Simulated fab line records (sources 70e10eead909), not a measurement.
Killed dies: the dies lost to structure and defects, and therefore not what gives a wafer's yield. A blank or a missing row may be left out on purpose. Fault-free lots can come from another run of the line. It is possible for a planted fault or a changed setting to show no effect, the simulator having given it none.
fab line records -- flow nand_harc
record lots=24, wafers=72, last_day=34
route steps=1302 shown A_STAIRCASE@885 A_SLIT@940 A_WL_FILL@957 A_CONTACT@1007
lots untouched by any fault: they come from a run of this same line in which no faults occurred
start_h: hours from the record's first day to the start of the lot's first wafer shown -- wait_h: how many hours have passed since the lot's step before this one -- " repeats the value in the row above -- L1.1+2: a single row standing in for several wafers -- - no value, or no start was given -- * or withheld: withheld -- < > ~ a bound
route shown NAME@n: NAME is a module with steps in the file, n the number in the route of the first one -- usual: average and standard deviation across the fault-free wafers -- same: alike in all rows -- chamber/n: place in a boat -- sites: each site's reading -- _std_site: the standard deviation of these -- _edge_site: the outer-site mean with the inner-site mean subtracted -- radius_mm: for every site, how far away it sits from the centre of the wafer -- mask NAME#n: copy n -- behind: tool/chamber where the wafer was last shaped -- hold: the reason the lot was held/the length of the hold in hours/how it ended -- device: whichever transistor did not switch (one of n, p or np) -- end of line: at the end of the route, the tests of the same wafers -- step lacking rows: just its recipe -- killed: not the wafer's yield, but the dies lost to structure and defects at the first sort -- map: shows each die of a wafer: x if killed, . if not, _ if none is there
set.NAME: the setting that was run; set.NAME@STEP: the one run at that earlier step -- model.NAME: the simulator's own value behind a step, which no gauge read
steps of the route over a sample of lots; a table a step, a row a wafer
services: when a tool's chamber went out of use (start_h, in hours from the record's first day, below 0 if earlier), for how many hours, and the reason
## steps
# step NHARC_A_STAIRCASE_DEP_471
# recipe target_thk_a=1000, temp_c=400, pressure_torr=6.5, rf_w=900, teos_flow_sccm=161.4, flow_sccm=2650, target_thk_nm=100, gas=O2, material=SiO2
# usual heater_power_w=526/59, throttle_valve_pct=15.8/0.59
lot.wafer,tool,chamber,start_h,wait_h,heater_power_w,throttle_valve_pct
L076.3,pecvd-02,2,446.37,-,591,16.6
L076.5,pecvd-02,2,446.37,-,587,16.3
L076.4,pecvd-02,1,446.37,-,512,15.8
L075.4,pecvd-03,1,446.41,-,468,15.9
L075.5,pecvd-03,2,446.41,-,541,16.1
L075.6,pecvd-03,0,446.41,-,539,15.5
L074.1,pecvd-03,1,446.77,-,398,16.0
L074.2,pecvd-03,0,446.77,-,469,15.3
L074.4,pecvd-03,2,446.77,-,469,15.9
L079.2,pecvd-03,1,477.47,-,435,15.9
L079.4,pecvd-03,2,477.47,-,489,16.4
L079.6,pecvd-03,1,477.47,-,424,15.9
L077.1,pecvd-04,1,477.57,-,561,15.7
L077.3,pecvd-04,2,477.57,-,516,14.8
L077.5,pecvd-04,2,477.57,-,522,14.7
L078.3,pecvd-04,1,481.99,-,646,15.8
L078.6,pecvd-04,0,481.99,-,586,15.8
L078.5,pecvd-04,1,481.99,-,663,15.7
L081.1,pecvd-02,2,516.99,-,588,16.7
L081.2,pecvd-02,0,516.99,-,515,15.4
L081.4,pecvd-02,1,516.99,-,508,15.9
L080.6,pecvd-03,1,517.30,-,474,16.0
L080.4,pecvd-03,2,517.30,-,534,16.3
L080.5,pecvd-03,0,517.30,-,587,15.5
L082.3,pecvd-04,0,517.50,-,524,15.9
L082.1,pecvd-04,1,517.50,-,605,15.7
L082.5,pecvd-04,2,517.50,-,505,14.6
L083.3,pecvd-04,0,532.35,-,585,15.9
L083.4,pecvd-04,0,532.35,-,580,15.8
L083.5,pecvd-04,2,532.35,-,530,14.6
L086.2,pecvd-04,0,558.31,-,589,15.6
L086.1,pecvd-04,2,558.31,-,504,14.6
L086.6,pecvd-04,1,558.31,-,565,15.9
L087.1,pecvd-04,1,562.60,-,663,16.0
L087.2,pecvd-04,0,562.60,-,564,15.9
L087.4,pecvd-04,1,562.60,-,495,15.6
L085.3,pecvd-03,2,565.14,-,552,16.3
L085.5,pecvd-03,0,565.14,-,434,15.5
L085.6,pecvd-03,2,565.14,-,556,16.3
L084.2,pecvd-03,2,568.03,-,563,16.5
L084.4,pecvd-03,2,568.03,-,566,16.5
L084.6,pecvd-03,0,568.03,-,543,15.2
L088.2,pecvd-03,1,584.45,-,478,15.8
L088.6,pecvd-03,2,584.45,-,507,16.6
L088.5,pecvd-03,0,584.45,-,418,15.1
L091.1,pecvd-04,0,584.70,-,593,15.9
L091.2,pecvd-04,1,584.70,-,591,15.6
L091.4,pecvd-04,1,584.70,-,592,16.3
L089.1,pecvd-03,2,587.21,-,535,16.8
L089.2,pecvd-03,1,587.21,-,519,16.0
L089.4,pecvd-03,2,587.21,-,538,16.4
L090.3,pecvd-04,0,595.63,-,563,15.9
L090.6,pecvd-04,0,595.63,-,564,15.9
L090.5,pecvd-04,1,595.63,-,548,16.1
L093.5,pecvd-04,2,614.95,-,528,14.7
L093.6,pecvd-04,0,614.95,-,574,16.0
L093.4,pecvd-04,1,614.95,-,619,16.1
L092.1,pecvd-02,0,615.11,-,655,15.5
L092.3,pecvd-02,1,615.11,-,548,15.6
L092.2,pecvd-02,2,615.11,-,566,16.8
L094.3,pecvd-03,0,643.03,-,516,15.4
L094.6,pecvd-03,1,643.03,-,470,15.9
L094.5,pecvd-03,2,643.03,-,549,16.8
L096.1,pecvd-03,1,662.08,-,525,16.1
L096.2,pecvd-03,2,662.08,-,462,16.6
L096.6,pecvd-03,0,662.08,-,552,15.1
L095.1,pecvd-04,0,662.30,-,566,16.0
L095.2,pecvd-04,1,662.30,-,486,16.6
L095.6,pecvd-04,2,662.30,-,359,14.6
L097.3,pecvd-03,0,664.82,-,575,15.5
L097.5,pecvd-03,0,664.82,-,560,15.5
L097.4,pecvd-03,1,664.82,-,506,16.0
# step NHARC_A_SLIT_ETCH_26
# recipe bias_v=400, source_w=2000, pressure_mtorr=25, time_s=90, ar_flow_sccm=375, c4f8_flow_sccm=41.7, o2_flow_sccm=83.3, target_depth_a=4000, chemistry=C4F8/O2/Ar
# usual drypump_motor_current_A=5.6/0.44, showerhead_plenum_p_Torr=3.64/0.05, throttle_valve_pct=27.619/0.0092
lot.wafer,tool,chamber,start_h,wait_h,drypump_motor_current_A,rf_hours_counter_h,showerhead_plenum_p_Torr,throttle_valve_pct
L074.1,har_etch-01,1,471.91,3.1,5.1,251,3.60,27.611
L074.2,har_etch-01,0,471.91,3.1,5.7,251,3.68,27.621
L074.4,har_etch-01,0,471.91,3.1,5.7,-,3.68,27.613
L075.4,har_etch-02,1,472.49,1.3,5.5,-,3.72,27.614
L075.5,har_etch-02,0,472.49,1.3,6.3,-,3.72,27.619
L075.6,har_etch-02,1,472.49,1.3,5.4,-,3.72,27.622
L076.4,har_etch-01,1,475.80,1.9,5.1,-,3.60,27.622
L076.3,har_etch-01,0,475.80,1.9,5.7,-,3.68,27.633
L076.5,har_etch-01,0,475.80,1.9,5.7,-,3.68,27.621
L077.1,har_etch-01,1,495.81,2.4,5.1,267,3.59,27.616
L077.3,har_etch-01,1,495.81,2.4,5.1,-,3.59,27.618
L077.5,har_etch-01,0,495.81,2.4,5.7,-,3.67,27.603
L079.2,har_etch-01,1,499.66,3.1,5.1,270,3.59,27.612
L079.4,har_etch-01,1,499.66,3.1,5.1,-,3.59,27.627
L079.6,har_etch-01,0,499.66,3.1,5.7,-,3.67,27.620
L078.3,har_etch-02,0,505.11,1.3,6.4,-,3.71,27.619
L078.5,har_etch-02,1,505.11,1.3,5.4,-,3.71,27.622
L078.6,har_etch-02,0,505.11,1.3,6.3,-,3.71,27.643
L080.4,har_etch-02,1,535.15,1.3,5.4,-,3.70,27.632
L080.6,har_etch-02,0,535.15,1.3,6.3,-,3.70,27.613
L080.5,har_etch-02,1,535.15,1.3,5.5,-,3.70,27.612
L081.2,har_etch-01,1,535.78,3.0,5.1,289,3.58,27.620
L081.1,har_etch-01,0,535.78,3.0,5.7,289,3.66,27.612
L081.4,har_etch-01,0,535.78,3.0,5.7,-,3.66,27.622
L082.1,har_etch-02,1,538.86,2.4,5.4,84,3.70,27.627
L082.3,har_etch-02,0,538.86,2.4,6.3,-,3.70,27.615
L082.5,har_etch-02,1,538.86,2.4,5.4,-,3.69,27.627
L083.3,har_etch-02,0,551.16,1.9,6.3,-,3.69,27.611
L083.4,har_etch-02,1,551.16,1.9,5.4,-,3.69,27.617
L083.5,har_etch-02,1,551.16,1.9,5.4,-,3.69,27.616
L086.2,har_etch-01,1,576.99,3.0,5.1,313,3.57,27.627
L086.1,har_etch-01,0,576.99,3.0,5.7,313,3.65,27.602
L086.6,har_etch-01,1,576.99,3.0,5.1,-,3.57,27.603
L085.3,har_etch-01,0,581.36,1.9,5.7,-,3.65,27.619
L085.6,har_etch-01,0,581.36,1.9,5.7,-,3.65,27.628
L085.5,har_etch-01,1,581.36,1.9,5.1,-,3.57,27.624
L087.1,har_etch-02,1,584.87,3.1,5.4,111,3.68,27.614
L087.2,har_etch-02,0,584.87,3.1,6.3,111,3.68,27.613
L087.4,har_etch-02,0,584.87,3.1,6.3,-,3.68,27.637
L084.2,har_etch-01,0,589.27,2.4,5.7,324,3.64,27.633
L084.4,har_etch-01,0,589.27,2.4,5.7,-,3.64,27.623
L084.6,har_etch-01,0,589.27,2.4,5.7,-,3.64,27.616
L089.2,har_etch-02,0,602.73,3.0,6.3,122,3.67,27.620
L089.1,har_etch-02,1,602.73,3.0,5.4,122,3.67,27.632
L089.4,har_etch-02,0,602.73,3.0,6.3,-,3.67,27.608
L091.2,har_etch-01,0,602.87,3.0,5.7,331,3.64,27.612
L091.1,har_etch-01,1,602.87,3.0,5.1,331,3.56,27.621
L091.4,har_etch-01,0,602.87,3.0,5.7,-,3.64,27.619
L088.2,har_etch-02,1,606.56,3.0,5.4,126,3.67,27.617
L088.6,har_etch-02,1,606.56,3.0,5.4,-,3.67,27.613
L088.5,har_etch-02,0,606.56,3.0,6.3,-,3.67,27.642
L090.3,har_etch-02,1,616.74,1.9,5.4,-,3.67,27.598
L090.6,har_etch-02,1,616.74,1.9,5.4,-,3.67,27.636
L090.5,har_etch-02,0,616.74,1.9,6.3,-,3.67,27.620
L092.2,har_etch-02,1,636.02,3.0,5.5,145,3.66,27.620
L092.1,har_etch-02,0,636.02,3.0,6.3,145,3.66,27.617
L092.3,har_etch-02,1,636.02,3.0,5.4,-,3.66,27.627
L093.4,har_etch-01,0,638.25,1.9,5.7,-,3.62,27.604
L093.5,har_etch-01,0,638.25,1.9,5.7,-,3.62,27.627
L093.6,har_etch-01,1,638.25,1.9,5.1,-,3.54,27.632
L094.3,har_etch-01,1,665.95,1.9,5.1,-,3.54,27.605
L094.5,har_etch-01,1,665.95,1.9,5.1,-,3.54,27.612
L094.6,har_etch-01,0,665.95,1.9,5.7,-,3.62,27.624
L096.2,har_etch-02,1,685.27,3.0,5.4,168,3.65,27.623
L096.1,har_etch-02,0,685.27,3.0,6.3,168,3.65,27.625
L096.6,har_etch-02,0,685.27,3.0,6.3,-,3.65,27.613
L095.2,har_etch-01,1,685.55,3.0,5.1,377,3.53,27.635
L095.1,har_etch-01,0,685.55,3.0,5.7,377,3.61,27.606
L095.6,har_etch-01,1,685.55,3.0,5.1,-,3.53,27.617
L097.4,har_etch-02,0,689.09,1.8,6.3,-,3.65,27.633
L097.3,har_etch-02,1,689.09,1.8,5.4,-,3.65,27.617
L097.5,har_etch-02,1,689.09,1.8,5.4,-,3.65,27.608
# step NHARC_A_SLIT_CD_MEAS_21
# usual cd_nm=289.7/0.88
lot.wafer,tool,chamber,start_h,wait_h,cd_nm
L074.1,cd_sem-03,-,473.42,-,290.3
L074.2,cd_sem-03,-,473.42,-,287.8
L074.4,cd_sem-03,-,473.42,-,289.7
L075.4,cd_sem-03,-,473.82,-,287.9
L075.5,cd_sem-03,-,473.82,-,289.0
L075.6,cd_sem-03,-,473.82,-,288.4
L076.3,cd_sem-03,-,477.16,-,290.5
L076.4,cd_sem-03,-,477.16,-,290.6
L076.5,cd_sem-03,-,477.16,-,290.0
L077.1,cd_sem-03,-,497.20,-,288.9
L077.3,cd_sem-03,-,497.20,-,290.5
L077.5,cd_sem-03,-,497.20,-,288.5
L079.2,cd_sem-03,-,501.08,-,290.0
L079.4,cd_sem-03,-,501.08,-,288.8
L079.6,cd_sem-03,-,501.08,-,290.0
L078.3,cd_sem-03,-,506.44,-,288.3
L078.5,cd_sem-03,-,506.44,-,289.8
L078.6,cd_sem-03,-,506.44,-,289.1
L080.4,cd_sem-01,-,536.49,-,290.4
L080.5,cd_sem-01,-,536.49,-,290.3
L080.6,cd_sem-01,-,536.49,-,289.4
L081.1,cd_sem-03,-,537.20,-,287.3
L081.2,cd_sem-03,-,537.20,-,288.6
L081.4,cd_sem-03,-,537.20,-,288.9
L082.1,cd_sem-03,-,540.26,-,289.1
L082.3,cd_sem-03,-,540.26,-,289.0
L082.5,cd_sem-03,-,540.26,-,289.2
L083.3,cd_sem-02,-,552.60,-,288.9
L083.4,cd_sem-02,-,552.60,-,289.5
L083.5,cd_sem-02,-,552.60,-,290.1
L086.1,cd_sem-01,-,578.40,-,290.0
L086.2,cd_sem-01,-,578.40,-,289.7
L086.6,cd_sem-01,-,578.40,-,289.8
L085.3,cd_sem-01,-,582.71,-,288.6
L085.5,cd_sem-01,-,582.71,-,287.2
L085.6,cd_sem-01,-,582.71,-,288.1
L087.1,cd_sem-03,-,586.29,-,291.2
L087.2,cd_sem-03,-,586.29,-,289.8
L087.4,cd_sem-03,-,586.29,-,290.6
L084.2,cd_sem-03,-,590.66,-,290.0
L084.4,cd_sem-03,-,590.66,-,289.9
L084.6,cd_sem-03,-,590.66,-,290.6
L089.1,cd_sem-03,-,604.15,-,289.8
L089.2,cd_sem-03,-,604.15,-,290.8
L089.4,cd_sem-03,-,604.15,-,290.3
L091.1,cd_sem-01,-,604.30,-,288.7
L091.2,cd_sem-01,-,604.30,-,288.5
L091.4,cd_sem-01,-,604.30,-,288.5
L088.2,cd_sem-02,-,607.98,-,290.1
L088.5,cd_sem-02,-,607.98,-,290.2
L088.6,cd_sem-02,-,607.98,-,291.1
L090.3,cd_sem-01,-,618.10,-,290.2
L090.5,cd_sem-01,-,618.10,-,290.5
L090.6,cd_sem-01,-,618.10,-,291.6
L092.1,cd_sem-02,-,637.44,-,290.3
L092.2,cd_sem-02,-,637.44,-,291.5
L092.3,cd_sem-02,-,637.44,-,289.8
L093.4,cd_sem-02,-,639.62,-,289.0
L093.5,cd_sem-02,-,639.62,-,289.7
L093.6,cd_sem-02,-,639.62,-,289.3
L094.3,cd_sem-02,-,667.31,-,290.1
L094.5,cd_sem-02,-,667.31,-,289.9
L094.6,cd_sem-02,-,667.31,-,291.0
L096.1,cd_sem-03,-,686.77,-,289.4
L096.2,cd_sem-03,-,686.77,-,289.6
L096.6,cd_sem-03,-,686.77,-,290.0
L095.1,cd_sem-03,-,686.97,-,289.8
L095.2,cd_sem-03,-,686.97,-,290.1
L095.6,cd_sem-03,-,686.97,-,289.6
L097.3,cd_sem-02,-,690.45,-,291.1
L097.4,cd_sem-02,-,690.45,-,289.5
L097.5,cd_sem-02,-,690.45,-,290.0
# step NHARC_A_WL_FILL_ETCHBACK_04
# recipe target_depth_a=600, time_s=120, chemistry=NF3
# usual drypump_motor_current_A=5.7/0.67, oes_product_au=1.003/0.01
lot.wafer,tool,chamber,start_h,wait_h,drypump_motor_current_A,oes_product_au,rf_hours_counter_h
L075.4,rie_metal-01,0,481.41,0.2,5.5,1.013,-
L075.6,rie_metal-01,0,481.41,0.2,5.5,1.008,-
L075.5,rie_metal-01,1,481.41,0.2,6.7,1.006,-
L074.1,rie_metal-02,0,481.44,0.3,6.3,0.999,0.3
L074.2,rie_metal-02,1,481.44,0.3,5.5,0.996,0.3
L074.4,rie_metal-02,0,481.44,0.3,6.3,0.994,-
L076.3,rie_metal-03,0,485.29,0.2,4.9,0.999,-
L076.4,rie_metal-03,1,485.29,0.2,5.2,1.005,-
L076.5,rie_metal-03,1,485.29,0.2,5.3,1.003,-
L077.1,rie_metal-01,1,505.31,0.3,6.8,1.007,1.5
L077.3,rie_metal-01,0,505.31,0.3,5.5,1.007,-
L077.5,rie_metal-01,1,505.31,0.3,6.8,1.008,-
L079.2,rie_metal-03,0,509.36,0.5,4.9,0.986,2.3
L079.4,rie_metal-03,0,509.36,0.5,4.9,0.996,-
L079.6,rie_metal-03,0,509.36,0.5,4.9,0.984,-
L078.3,rie_metal-01,1,514.55,0.3,6.7,0.998,-
L078.6,rie_metal-01,0,514.55,0.3,5.5,1.001,-
L078.5,rie_metal-01,1,514.55,0.3,6.7,1.004,-
L081.1,rie_metal-02,1,544.53,0.3,5.5,0.982,1.3
L081.2,rie_metal-02,0,544.53,0.3,6.3,0.986,1.3
L081.4,rie_metal-02,0,544.53,0.3,6.3,0.993,-
L080.4,rie_metal-01,1,544.60,0.2,6.8,0.999,-
L080.6,rie_metal-01,1,544.60,0.2,6.7,1.002,-
L080.5,rie_metal-01,0,544.60,0.2,5.5,0.996,-
L082.1,rie_metal-03,1,548.25,0.3,5.3,1.023,0.2
L082.3,rie_metal-03,0,548.25,0.3,4.9,1.012,-
L082.5,rie_metal-03,1,548.25,0.3,5.3,1.024,-
L083.4,rie_metal-01,0,560.81,0.3,5.5,1.022,-
L083.3,rie_metal-01,1,560.81,0.3,6.8,1.003,-
L083.5,rie_metal-01,1,560.81,0.3,6.8,1.023,-
L086.1,rie_metal-02,0,586.46,0.3,6.3,1.000,2.0
L086.2,rie_metal-02,1,586.46,0.3,5.5,0.976,2.0
L086.6,rie_metal-02,1,586.46,0.3,5.5,0.992,-
L085.3,rie_metal-01,0,590.79,0.3,5.5,0.996,-
L085.5,rie_metal-01,0,590.79,0.3,5.5,0.990,-
L085.6,rie_metal-01,1,590.79,0.3,6.7,1.006,-
L087.2,rie_metal-03,1,594.96,0.3,5.2,1.022,1.0
L087.1,rie_metal-03,0,594.96,0.3,4.9,1.008,1.0
L087.4,rie_metal-03,0,594.96,0.3,4.9,1.003,-
L084.2,rie_metal-03,1,598.73,0.3,5.2,1.010,1.2
L084.4,rie_metal-03,0,598.73,0.3,4.9,1.011,-
L084.6,rie_metal-03,0,598.73,0.3,4.9,0.999,-
L089.2,rie_metal-03,1,612.10,0.3,5.2,1.023,1.6
L089.1,rie_metal-03,0,612.10,0.3,4.9,1.006,1.6
L089.4,rie_metal-03,1,612.10,0.3,5.3,1.021,-
L091.1,rie_metal-02,1,612.11,0.3,5.5,0.991,2.6
L091.2,rie_metal-02,0,612.11,0.3,6.3,1.002,2.6
L091.4,rie_metal-02,1,612.11,0.3,5.5,0.987,-
L088.2,rie_metal-01,1,616.00,0.4,6.7,1.013,-
L088.5,rie_metal-01,1,616.00,0.4,6.7,0.999,-
L088.6,rie_metal-01,1,616.00,0.4,6.7,1.000,-
L090.3,rie_metal-01,1,626.21,0.4,6.8,1.002,-
L090.5,rie_metal-01,1,626.21,0.4,6.7,0.997,-
L090.6,rie_metal-01,1,626.21,0.4,6.7,1.011,-
L092.2,rie_metal-02,0,645.43,0.3,6.3,0.995,0.0
L092.1,rie_metal-02,1,645.43,0.3,5.5,0.988,0.0
L092.3,rie_metal-02,0,645.43,0.3,6.3,0.997,-
L093.4,rie_metal-03,0,647.72,0.3,4.9,1.009,-
L093.6,rie_metal-03,1,647.72,0.3,5.2,1.013,-
L093.5,rie_metal-03,0,647.72,0.3,4.9,1.003,-
L094.3,rie_metal-03,1,675.44,0.3,5.2,1.013,-
L094.5,rie_metal-03,0,675.44,0.3,4.9,0.989,-
L094.6,rie_metal-03,1,675.44,0.3,5.2,1.003,-
L095.1,rie_metal-03,1,694.85,0.3,5.2,1.006,3.0
L095.2,rie_metal-03,0,694.85,0.3,4.9,1.011,3.0
L095.6,rie_metal-03,1,694.85,0.3,5.2,1.012,-
L096.1,rie_metal-02,1,694.95,0.3,5.5,0.985,0.9
L096.2,rie_metal-02,1,694.95,0.3,5.4,0.989,-
L096.6,rie_metal-02,1,694.95,0.3,5.5,0.998,-
L097.4,rie_metal-01,1,698.42,0.3,6.7,1.015,-
L097.3,rie_metal-01,0,698.42,0.3,5.5,1.009,-
L097.5,rie_metal-01,1,698.42,0.3,6.7,1.001,-
# step NHARC_A_WL_FILL_ALD_19
# recipe target_thk_a=20, pulse_time_s=3, ald_cycles=100, temp_c=450, material=TiN
# usual heater_power_w=1053/100, precursor_pulse_height_rel=0.997/0.021
# same pulse_time_s=3
lot.wafer,tool,chamber,start_h,wait_h,heater_power_w,precursor_pulse_height_rel
L074.2,ald_metal-04,0,497.39,0.1,913,0.954
L074.4,ald_metal-04,1,497.39,0.1,1026,0.944
L074.1,ald_metal-04,3,497.39,0.1,1023,1.003
L075.4,ald_metal-03,0,497.47,0.2,1057,0.996
L075.5,ald_metal-03,1,497.47,0.2,1150,1.005
L075.6,ald_metal-03,3,497.47,0.2,1019,1.020
L076.3,ald_metal-04,0,501.32,0.1,873,0.973
L076.4,ald_metal-04,2,501.32,0.1,1247,1.009
L076.5,ald_metal-04,0,501.32,0.1,920,0.981
L077.3,ald_metal-03,0,521.44,0.1,1086,0.981
L077.1,ald_metal-03,1,521.44,0.1,1146,1.016
L077.5,ald_metal-03,1,521.44,0.1,1124,0.990
L079.2,ald_metal-04,2,526.54,0.1,1197,0.987
L079.6,ald_metal-04,0,526.54,0.1,903,1.004
L079.4,ald_metal-04,3,526.54,0.1,1038,0.997
L078.3,ald_metal-02,0,531.65,0.1,942,1.006
L078.5,ald_metal-02,0,531.65,0.1,979,1.014
L078.6,ald_metal-02,1,531.65,0.1,1083,1.017
L081.4,ald_metal-02,1,560.67,0.1,1114,0.977
L081.2,ald_metal-02,2,560.67,0.1,1160,0.988
L081.1,ald_metal-02,0,560.67,0.1,954,1.034
L080.4,ald_metal-03,2,560.74,0.2,951,1.010
L080.5,ald_metal-03,3,560.74,0.2,1003,1.003
L080.6,ald_metal-03,0,560.74,0.2,1078,0.985
L082.3,ald_metal-04,3,564.11,0.1,1034,0.979
L082.1,ald_metal-04,0,564.11,0.1,901,0.976
L082.5,ald_metal-04,2,564.11,0.1,1263,0.962
L083.4,ald_metal-02,1,577.66,0.1,1104,0.977
L083.3,ald_metal-02,2,577.66,0.1,1121,0.968
L083.5,ald_metal-02,0,577.66,0.1,958,1.026
L086.1,ald_metal-04,3,602.49,0.1,1039,1.004
L086.2,ald_metal-04,0,602.49,0.1,892,0.990
L086.6,ald_metal-04,1,602.49,0.1,1027,1.032
L087.4,ald_metal-03,0,608.07,0.1,1064,1.018
L087.1,ald_metal-03,1,608.07,0.1,1127,1.038
L087.2,ald_metal-03,3,608.07,0.1,946,1.017
L085.3,ald_metal-04,2,611.18,0.1,1263,1.000
L085.5,ald_metal-04,1,611.18,0.1,1033,1.000
L085.6,ald_metal-04,2,611.18,0.1,1243,1.017
L084.4,ald_metal-04,0,617.04,0.1,904,1.004
L084.2,ald_metal-04,2,617.04,0.1,1214,0.985
L084.6,ald_metal-04,3,617.04,0.1,1034,0.998
L091.4,ald_metal-04,1,627.96,0.1,1015,0.983
L091.1,ald_metal-04,3,627.96,0.1,1070,0.978
L091.2,ald_metal-04,0,627.96,0.1,915,1.007
L089.4,ald_metal-02,2,627.96,0.1,1135,0.945
L089.2,ald_metal-02,3,627.96,0.1,1077,0.998
L089.1,ald_metal-02,0,627.96,0.1,886,1.014
L088.2,ald_metal-03,1,631.91,0.1,1159,0.985
L088.5,ald_metal-03,1,631.91,0.1,1148,1.021
L088.6,ald_metal-03,2,631.91,0.1,1003,0.978
L090.3,ald_metal-04,3,641.99,0.1,1041,1.010
L090.5,ald_metal-04,2,641.99,0.1,1234,1.033
L090.6,ald_metal-04,3,641.99,0.1,1052,0.997
L092.3,ald_metal-03,3,664.96,0.1,944,1.004
L092.2,ald_metal-03,0,664.96,0.1,1081,0.995
L092.1,ald_metal-03,1,664.96,0.1,1153,0.990
L093.4,ald_metal-02,3,665.03,0.2,1070,0.982
L093.6,ald_metal-02,0,665.03,0.2,923,0.969
L093.5,ald_metal-02,1,665.03,0.2,1153,0.993
L094.3,ald_metal-04,0,691.63,0.1,901,0.998
L094.5,ald_metal-04,3,691.63,0.1,946,1.000
L094.6,ald_metal-04,0,691.63,0.1,884,1.004
L095.1,ald_metal-03,0,711.26,0.1,1105,0.980
L095.2,ald_metal-03,2,711.26,0.1,984,1.005
L095.6,ald_metal-03,1,711.26,0.1,1137,0.987
L096.1,ald_metal-04,0,711.28,0.1,890,0.991
L096.2,ald_metal-04,2,711.28,0.1,1204,0.978
L096.6,ald_metal-04,0,711.28,0.1,892,0.995
L097.3,ald_metal-02,1,714.40,0.1,1153,1.002
L097.4,ald_metal-02,3,714.40,0.1,1094,1.002
L097.5,ald_metal-02,0,714.40,0.1,906,1.000
# step NHARC_A_CONTACT_ETCH_113
# recipe source_w=withheld, pressure_mtorr=20, bias_v=3000, time_s=190, target_depth_a=18500, ar_flow_sccm=withheld, c4f8_flow_sccm=withheld, o2_flow_sccm=withheld, chemistry=C4F8/O2/Ar
lot.wafer,tool,chamber,start_h,wait_h,rf_hours_counter_h
L074.1,har_cap_etch-02,1,508.55,0.1,88
L074.2,har_cap_etch-02,0,508.55,0.1,88
L074.4,har_cap_etch-02,0,508.55,0.1,-
L075.4,har_cap_etch-03,1,510.06,0.1,-
L075.6,har_cap_etch-03,0,510.06,0.1,-
L075.5,har_cap_etch-03,1,510.06,0.1,-
L076.3,har_cap_etch-01,0,515.85,0.1,-
L076.4,har_cap_etch-01,1,515.85,0.1,-
L076.5,har_cap_etch-01,0,515.85,0.1,-
L077.1,har_cap_etch-03,0,531.01,0.1,47
L077.3,har_cap_etch-03,1,531.01,0.1,-
L077.5,har_cap_etch-03,1,531.01,0.1,-
L079.2,har_cap_etch-02,0,539.08,0.1,95
L079.4,har_cap_etch-02,1,539.08,0.1,-
L079.6,har_cap_etch-02,1,539.08,0.1,-
L078.3,har_cap_etch-01,1,542.37,0.1,-
L078.5,har_cap_etch-01,0,542.37,0.1,-
L078.6,har_cap_etch-01,1,542.37,0.1,-
L081.1,har_cap_etch-01,1,569.58,0.1,10
L081.2,har_cap_etch-01,0,569.58,0.1,10
L081.4,har_cap_etch-01,1,569.58,0.1,-
L080.4,har_cap_etch-03,1,569.74,0.1,-
L080.5,har_cap_etch-03,1,569.74,0.1,-
L080.6,har_cap_etch-03,0,569.74,0.1,-
L082.1,har_cap_etch-02,1,574.12,0.1,100
L082.3,har_cap_etch-02,1,574.12,0.1,-
L082.5,har_cap_etch-02,0,574.12,0.1,-
L083.3,har_cap_etch-01,0,587.41,0.1,-
L083.4,har_cap_etch-01,1,587.41,0.1,-
L083.5,har_cap_etch-01,1,587.41,0.1,-
L086.2,har_cap_etch-03,1,613.51,0.1,60
L086.1,har_cap_etch-03,0,613.51,0.1,60
L086.6,har_cap_etch-03,0,613.51,0.1,-
L087.2,har_cap_etch-01,0,618.13,0.1,18
L087.1,har_cap_etch-01,1,618.13,0.1,18
L087.4,har_cap_etch-01,1,618.13,0.1,-
L085.3,har_cap_etch-02,1,622.09,0.1,-
L085.6,har_cap_etch-02,1,622.09,0.1,-
L085.5,har_cap_etch-02,0,622.09,0.1,-
L084.2,har_cap_etch-01,0,629.60,0.1,20
L084.4,har_cap_etch-01,1,629.60,0.1,-
L084.6,har_cap_etch-01,1,629.60,0.1,-
L091.1,har_cap_etch-02,1,639.32,0.1,111
L091.2,har_cap_etch-02,0,639.32,0.1,111
L091.4,har_cap_etch-02,1,639.32,0.1,-
L089.2,har_cap_etch-01,0,639.79,0.1,24
L089.1,har_cap_etch-01,1,639.79,0.1,24
L089.4,har_cap_etch-01,1,639.79,0.1,-
L088.2,har_cap_etch-01,1,643.53,0.1,26
L088.5,har_cap_etch-01,0,643.53,0.1,-
L088.6,har_cap_etch-01,1,643.53,0.1,-
L090.3,har_cap_etch-03,1,650.96,0.1,-
L090.5,har_cap_etch-03,0,650.96,0.1,-
L090.6,har_cap_etch-03,1,650.96,0.1,-
L093.4,har_cap_etch-03,0,674.87,0.1,-
L093.6,har_cap_etch-03,1,674.87,0.1,-
L093.5,har_cap_etch-03,0,674.87,0.1,-
L092.2,har_cap_etch-01,1,675.01,0.1,33
L092.1,har_cap_etch-01,0,675.01,0.1,33
L092.3,har_cap_etch-01,0,675.01,0.1,-
L094.3,har_cap_etch-03,0,701.21,0.2,-
L094.5,har_cap_etch-03,1,701.21,0.2,-
L094.6,har_cap_etch-03,0,701.21,0.2,-
L096.2,har_cap_etch-02,0,720.33,0.2,124
L096.1,har_cap_etch-02,1,720.33,0.2,124
L096.6,har_cap_etch-02,0,720.33,0.2,-
L095.2,har_cap_etch-01,1,723.20,0.1,38
L095.1,har_cap_etch-01,0,723.20,0.1,38
L095.6,har_cap_etch-01,1,723.20,0.1,-
L097.4,har_cap_etch-03,0,724.41,0.1,-
L097.3,har_cap_etch-03,1,724.41,0.1,-
L097.5,har_cap_etch-03,0,724.41,0.1,-
## services
tool,chamber,start_h,hours,kind
ald_metal-03,1,424.90,7.3,repair
pecvd-03,2,436.46,8.3,repair
har_cap_etch-03,-,439.50,0.4,repair
pecvd-04,-,450.00,13.0,pm
ald_metal-04,0,458.76,11.1,repair
ald_metal-04,-,474.00,10.0,pm
ald_metal-03,2,480.98,26.4,repair
har_cap_etch-01,-,497.00,17.0,pm
rie_metal-03,-,519.00,9.0,pm
har_cap_etch-03,-,525.41,0.4,repair
ald_metal-04,1,526.23,4.7,repair
ald_metal-03,-,528.16,0.5,repair
har_cap_etch-01,-,531.05,0.6,repair
pecvd-03,-,547.12,13.0,pm
rie_metal-03,-,551.72,1.0,repair
rie_metal-01,-,575.00,9.0,pm
pecvd-04,2,577.50,6.2,repair
har_etch-02,-,588.38,0.7,repair
pecvd-03,2,588.59,15.7,repair
rie_metal-01,0,608.26,22.0,repair
pecvd-04,-,631.00,13.0,pm
ald_metal-04,-,652.00,10.0,pm
rie_metal-03,-,696.00,9.0,pm
rie_metal-03,-,714.03,1.7,repair
## key
fault none
